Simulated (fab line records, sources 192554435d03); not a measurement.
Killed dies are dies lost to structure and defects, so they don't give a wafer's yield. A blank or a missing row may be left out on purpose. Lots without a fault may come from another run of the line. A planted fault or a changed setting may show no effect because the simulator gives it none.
fab line records | flow n5_finfet
record lots=12 wafers=31 last_day=18
route steps=1938 shown BEOL_M10@1473 PASSIVATION@1936
lots that met no fault: from a run of the same line without faults
start_h: hours from the record's first day to the start of the lot's first wafer shown | wait_h: hours since the lot's step before | " the same as in the row above | L1.1+2: a row that stands for several wafers | - no value, or no start given | * or withheld: withheld | < > ~ a bound
route shown NAME@n: a module of which the file shows steps, and the number in the route of the first | usual: mean/standard deviation of fault-free wafers | same: alike in all rows | chamber/n: place in a boat | sites: the reading at each site | _std_site: their standard deviation | _edge_site: outer sites' mean less inner sites' | radius_mm: how far each site lies from the wafer's centre | mask NAME#n: copy n | behind: the tool/chamber that last shaped the wafer | hold: why the lot was held/for how many hours/how that ended | device: the transistor (n, p or np) that didn't switch | end of line: the same wafers' tests at the end of the route | a step without rows: its recipe alone | killed: dies lost to structure and defects at the first sort, not the wafer's yield | map: a wafer's dies, x killed, . not, _ none there
set.NAME: the setting as run; set.NAME@STEP: as run at that earlier step | model.NAME: the simulator's own value behind a step, which no gauge read
steps of the route over a sample of lots; a table a step, a row a wafer
services: from which hour (start_h, from the record's first day; less than 0 if before it) a tool's chamber was out of use, for how many hours, and why
## steps
# step N5_BEOL_M10_PECVD_70
# recipe material=SiO2 target_thk_a=200 temp_c=400 precursor=TEOS/O2 pressure_torr=5.5 rf_w=450 teos_flow_sccm=53.8 gas=O2 flow_sccm=3000 time_s=22.7
# usual heater_power_w=708/52 showerhead_plenum_p_Torr=8.82/0.048 throttle_valve_pct=22.9/1.3
# same time_s=22.7
# columns lot.wafer tool chamber start_h wait_h heater_power_w showerhead_plenum_p_Torr throttle_valve_pct
L940.2 pecvd-02 0 225.88 0.0 682 8.80 24.9
L940.4 " 0 " " 695 8.81 24.9
L940.5 " 1 " " 697 8.83 22.0
L939.2 pecvd-01 0 228.74 0.0 824 8.88 22.0
L939.3 " 0 " " 842 8.91 22.0
L939.5 " 1 " " 732 8.83 25.0
L941.2 pecvd-02 2 247.42 0.0 716 8.74 22.7
L941.5 " 1 " " 716 8.82 22.3
L941.6 " 2 " " 720 8.75 22.5
L944.3 pecvd-01 1 258.55 0.0 642 8.83 24.7
L944.5 " 2 " " 625 8.80 21.7
L944.6 " 1 " " 630 8.84 24.6
L945.2 pecvd-03 1 269.36 0.0 635 8.92 21.8
L945.3 " 1 " " 673 8.89 22.0
L943.5 pecvd-03 0 272.31 0.1 661 8.80 22.6
L943.6 " 1 " " 747 8.89 22.0
L946.1 pecvd-02 2 276.41 0.0 726 8.75 22.5
L946.3 " 1 " " 708 8.84 22.2
L946.4 " 2 " " 727 8.74 22.6
L949.1 pecvd-03 2 288.39 0.0 699 8.76 21.2
L949.2 " 0 " " 780 8.78 22.5
L949.4 " 0 " " 775 8.77 22.5
L948.4 pecvd-02 0 288.48 0.1 690 8.83 24.9
L948.6 " 1 " " 720 8.85 22.1
L947.3 pecvd-01 2 289.88 0.0 726 8.81 21.8
L947.4 " 0 " " 719 8.89 22.2
L947.6 " 2 " " 699 8.81 21.6
L959.4 pecvd-01 2 350.83 0.1 672 8.79 22.0
L959.6 " 1 " " 679 8.86 25.2
L960.1 pecvd-03 2 373.45 0.0 734 8.76 21.3
L960.4 " 2 " " 740 8.76 21.2
# step N5_BEOL_M10_INSPECT_13
# recipe mode=adi inspect_instrument=brightfield
# usual raw_defect_count=418/96
# columns lot.wafer tool chamber start_h wait_h raw_defect_count
L940.2 defect_inspect-01 - 226.89 0.0 320
L940.4 " - " " 332
L940.5 " - " " 386
L939.2 defect_inspect-02 - 229.56 0.0 481
L939.3 " - " " 391
L939.5 " - " " 442
L941.2 defect_inspect-02 - 252.11 0.0 412
L941.5 " - " " 522
L941.6 " - " " 414
L944.3 defect_inspect-02 - 262.54 0.0 645
L944.5 " - " " 513
L944.6 " - " " 544
L945.2 defect_inspect-02 - 270.26 0.0 616
L945.3 " - " " 676
L943.5 defect_inspect-01 - 273.74 0.0 358
L943.6 " - " " 470
L946.1 defect_inspect-02 - 278.42 0.0 415
L946.3 " - " " 365
L946.4 " - " " 517
L949.1 defect_inspect-02 - 289.29 0.0 429
L949.2 " - " " 367
L949.4 " - " " 348
L948.4 defect_inspect-02 - 289.45 0.0 406
L948.6 " - " " 274
L947.3 defect_inspect-02 - 291.66 0.0 491
L947.4 " - " " 357
L947.6 " - " " 456
L959.4 defect_inspect-01 - 352.39 0.0 316
L959.6 " - " " 349
L960.1 defect_inspect-02 - 375.62 0.0 375
L960.4 " - " " 526
# step N5_BEOL_M10_ETCH_61
# recipe chemistry=CF4 target=SiARC target_depth_a=390 mask_material=CAR-ArF time_s=65 ion_energy_ev=80 pressure_mtorr=40 source_w=545 bias_w=36 Ar_flow_sccm=100 cf4_flow_sccm=100 ends=cleared
# usual drypump_motor_current_A=5.5/0.51 etch_rf_on_time_s=64.9/1.1 oes_product_au=0.71/0.062 rf_vpp_V=184.0/1.2 showerhead_plenum_p_Torr=2.12/0.07 throttle_valve_pct=15.50/0.25
# columns lot.wafer tool chamber start_h wait_h drypump_motor_current_A etch_rf_on_time_s oes_product_au rf_hours_counter_h rf_vpp_V showerhead_plenum_p_Torr throttle_valve_pct
L940.2 rie_diel-04 0 227.07 0.0 4.9 63.2 0.81 7 184.0 2.10 15.39
L940.4 " 2 " " 5.1 64.6 0.76 28 183.3 2.09 15.33
L940.5 " 3 " " 6.1 66.0 0.76 - 184.3 2.09 15.20
L939.2 rie_diel-03 3 229.63 0.0 5.2 66.4 0.62 169 186.3 2.23 15.80
L939.3 " 0 " " 6.1 64.4 0.74 41 183.0 2.09 15.75
L939.5 " 0 " " 6.1 64.4 0.74 - 184.0 2.09 15.75
L941.2 rie_diel-03 3 252.18 0.0 5.1 64.9 0.62 176 185.2 2.23 15.79
L941.5 " 1 " " 5.3 65.7 0.68 - 184.5 2.08 15.38
L941.6 " 0 " " 6.1 63.8 0.74 - 183.3 2.09 15.75
L944.3 rie_diel-03 0 262.68 0.0 6.1 63.7 0.74 54 183.2 2.09 15.77
L944.5 " 3 " " 5.1 66.3 0.61 - 185.6 2.23 15.80
L944.6 " 1 " " 5.3 66.1 0.67 - 183.5 2.08 15.38
L945.2 rie_diel-02 1 270.33 0.0 6.4 65.0 0.77 31 184.7 2.09 15.06
L945.3 " 3 " " 5.3 63.7 0.74 62 185.6 2.25 15.38
L943.5 rie_diel-02 1 273.86 0.0 6.4 66.2 0.76 - 182.3 2.09 15.06
L943.6 " 3 " " 5.3 64.9 0.74 - 185.3 2.25 15.40
L946.1 rie_diel-04 1 279.19 0.0 6.0 64.8 0.59 240 185.2 2.19 16.05
L946.3 " 0 " " 4.9 62.7 0.79 17 183.7 2.09 15.42
L946.4 " 2 " " 5.1 63.2 0.75 51 184.9 2.08 15.37
L949.1 rie_diel-03 0 289.48 0.0 6.1 64.2 0.72 64 183.9 2.08 15.80
L949.2 " 3 " " 5.2 66.4 0.61 190 183.0 2.23 15.83
L949.4 " 1 " " 5.3 66.6 0.67 113 183.5 2.07 15.41
L948.4 rie_diel-04 0 289.52 0.0 5.0 63.2 0.78 22 183.7 2.09 15.44
L948.6 " 1 " " 6.0 65.0 0.60 - 184.3 2.19 16.05
L947.3 rie_diel-03 0 291.88 0.0 6.1 64.1 0.72 65 184.3 2.08 15.79
L947.4 " 2 " " 5.9 65.9 0.80 8 185.0 2.09 15.24
L947.6 " 1 " " 5.3 66.4 0.66 - 183.0 2.07 15.40
L959.4 rie_diel-04 3 352.46 0.0 6.1 44.4 0.88 69 183.9 2.07 15.31
L959.6 " 2 " " 5.1 64.3 0.70 - 183.3 2.07 15.44
L960.1 rie_diel-02 1 375.69 0.0 6.4 65.2 0.71 72 182.4 2.08 15.15
L960.4 " 0 " " 5.1 64.7 0.75 - 184.6 2.27 15.71
# step N5_BEOL_M10_STRIP_19
# recipe chemistry=O2 power_w=400 temp_c=40 pressure_mtorr=30 rf_frequency_hz=6e+07 bias_power_w=0 overash_fraction=0.2 o2_flow_sccm=225
# usual drypump_motor_current_A=5.5/0.46 oes_product_au=0.82/0.083 rf_vpp_V=3.7/0.59 showerhead_plenum_p_Torr=2.09/0.063 throttle_valve_pct=16.62/0.23
# columns lot.wafer tool chamber start_h wait_h drypump_motor_current_A oes_product_au rf_hours_counter_h rf_vpp_V showerhead_plenum_p_Torr throttle_valve_pct
L940.2 rie_diel-03 1 227.42 0.1 5.3 0.79 91 4.1 2.05 16.51
L940.4 " 3 " " 5.1 0.71 168 3.8 2.16 16.67
L940.5 " 1 " " 5.3 0.79 - 3.3 2.05 16.52
L939.2 rie_diel-04 2 229.97 0.1 5.1 0.90 29 3.5 2.06 16.52
L939.3 " 1 " " 6.0 0.70 220 2.7 2.16 17.06
L939.5 " 0 " " 5.0 0.94 - 3.5 2.04 16.41
L941.2 rie_diel-03 0 252.72 0.3 6.1 0.87 50 2.5 2.05 16.93
L941.5 " 3 " " 5.2 0.72 - 3.7 2.15 16.66
L941.6 " 0 " " 6.1 0.86 - 3.6 2.06 16.92
L944.3 rie_diel-03 3 263.12 0.1 5.2 0.70 181 3.6 2.15 16.67
L944.5 " 3 " " 5.2 0.71 - 3.6 2.15 16.67
L944.6 " 0 " " 6.1 0.86 - 3.6 2.05 16.93
L945.2 rie_diel-03 0 270.68 0.1 6.1 0.86 57 4.2 2.05 16.93
L945.3 " 1 " " 5.3 0.79 107 3.2 2.05 16.54
L943.5 rie_diel-03 3 274.21 0.1 5.2 0.71 - 3.8 2.15 16.67
L943.6 " 2 " " 5.9 0.97 - 3.1 2.07 16.40
L946.1 rie_diel-04 1 279.67 0.2 6.0 0.71 240 2.7 2.15 17.11
L946.3 " 0 " " 5.0 0.91 17 3.4 2.04 16.43
L946.4 " 3 " " 6.2 0.85 39 4.4 2.05 16.40
L949.1 rie_diel-02 1 289.88 0.1 6.4 0.89 41 3.4 2.04 16.14
L949.2 " 3 " " 5.3 0.86 68 2.8 2.22 16.55
L949.4 " 0 " " 5.1 0.99 0 4.7 2.23 16.63
L948.4 rie_diel-04 2 289.92 0.1 5.1 0.86 55 4.5 2.05 16.56
L948.6 " 0 " " 4.9 0.89 - 3.4 2.03 16.44
L947.3 rie_diel-04 1 292.23 0.1 6.0 0.70 245 3.9 2.15 17.14
L947.4 " 3 " " 6.1 0.86 45 2.9 2.05 16.39
L947.6 " 2 " " 5.0 0.87 - 4.3 2.05 16.58
L959.4 rie_diel-04 2 352.81 0.1 5.1 0.83 79 3.8 2.05 16.58
L959.6 " 1 " " 6.0 0.95 - 3.9 2.15 16.61
L960.1 rie_diel-04 2 376.07 0.1 5.1 0.82 86 4.1 2.04 16.63
L960.4 " 1 " " 6.0 0.92 17 3.5 2.14 16.62
# step N5_PASSIVATION_PROBE_49
# usual defect_limited_yield=91.7/1.7 killed_at_M0_to_M3=34/10 killed_at_M4_up=13/5.1 killed_at_contacts=12/6.2 killed_at_front_end=36/12 killed_at_other=3.2/2.6 killed_dies=98/20 killed_on_rim=13/4.5 killed_open=65/13 killed_short=32/8.4 sort_bin_5_function=4.8/1.1 sort_bin_6_memory=3.2/0.74 sort_n_pass=1082/20 sort_yield_pct=91.7/1.7
# same gross_dies=1180 killed_at_back_side=0 sort_bin_4_leakage[%]=0 sort_bin_8_speed[%]=0
# columns lot.wafer tool chamber start_h wait_h defect_limited_yield[%] killed_at_M0_to_M3 killed_at_M4_up killed_at_contacts killed_at_front_end killed_at_other killed_dies killed_on_rim killed_open killed_short sort_bin_5_function[%] sort_bin_6_memory[%] sort_n_pass sort_yield_pct[%]
L944.3 prober-02 - 319.39 0.1 91.6 35 14 14 28 8 99 15 76 23 4.8 3.5 1081 91.6
L944.5 prober-02 - 319.49 0.2 89.7 30 8 8 72 4 122 16 83 36 5.8 4.2 1058 89.7
L944.6 prober-02 - 319.54 0.3 89.7 40 8 13 59 2 122 14 82 40 6.7 3.2 1058 89.7
# killed by level:class
L944.3 MOL_CONTACT_COAG:geometric_particle:open=12 BEOL_M2:geometric_particle:open=10 BEOL_M4:geometric_particle:open=8 STI_FIN_REVEAL:geometric_particle:open=7 BEOL_M3:geometric_particle:open=7 BEOL_M1:geometric_particle:open=6 BEOL_M0_SAQP:geometric_particle:open=5 FIN_SAQP:geometric_particle:short=4
L944.5 FIN_SAQP:geometric_particle:open=15 FIN_SAQP:geometric_particle:short=12 STI_FIN_REVEAL:geometric_particle:open=11 MOL_CONTACT_COAG:geometric_particle:open=8 BEOL_M3:geometric_particle:open=8 DUMMY_GATE:geometric_particle:open=6 GATE_CUT:geometric_particle:open=6 BEOL_M0_SAQP:geometric_particle:open=6
L944.6 BEOL_M3:geometric_particle:open=14 FIN_SAQP:geometric_particle:open=13 MOL_CONTACT_COAG:geometric_particle:open=9 FIN_SAQP:geometric_particle:short=6 DUMMY_GATE:geometric_particle:short=6 DUMMY_GATE:geometric_particle:open=6 ILD0:geometric_particle:open=6 BEOL_M0_SAQP:geometric_particle:open=6
## services
# columns tool chamber start_h hours kind
rie_diel-03 1 204.96 8.0 repair
pecvd-01 0 207.72 6.4 repair
pecvd-01 2 220.22 - clean
pecvd-01 2 220.22 - consumable_replace:showerhead
pecvd-01 2 220.22 29.0 scheduled_down
pecvd-01 2 220.22 29.0 vent_cycle
rie_diel-03 0 222.41 3.9 repair
pecvd-02 - 233.00 0.7 repair
rie_diel-04 0 244.97 22.3 repair
rie_diel-03 2 251.38 - clean
rie_diel-03 2 251.38 - consumable_replace:focus_ring
rie_diel-03 2 251.38 17.0 scheduled_down
rie_diel-03 2 251.38 17.0 vent_cycle
rie_diel-02 3 277.74 6.1 repair
rie_diel-04 1 305.74 - clean
rie_diel-04 1 305.74 - consumable_replace:focus_ring
rie_diel-04 1 305.74 17.1 scheduled_down
rie_diel-04 1 305.74 17.1 vent_cycle
rie_diel-02 - 307.01 4.3 pm
rie_diel-02 0 321.23 8.0 repair
pecvd-01 - 329.86 1.7 repair
rie_diel-03 3 348.19 4.0 repair
rie_diel-03 1 368.65 27.6 repair
rie_diel-02 3 373.97 29.1 repair
## key
first_sign step=N5_BEOL_M10_ETCH_61 reading=etch_rf_on_time_s direction=down sigmas=19 usual=* struck=*
effect none on later readings
met_at N5_BEOL_M10_ETCH_61
struck_lots L959
struck_wafers L959.4
not_acting_at N5_BEOL_M10_PECVD_70,N5_BEOL_M10_INSPECT_13,N5_BEOL_M10_STRIP_19
onset_between 289.52 352.46
fault kind=process_parameter_drift tool=rie_diel-04 chamber=- onset_h=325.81 steps=N5_BEOL_M10_ETCH_61 channel=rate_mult offset=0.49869 shape=step end_h=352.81 scope=struck_wafers_only
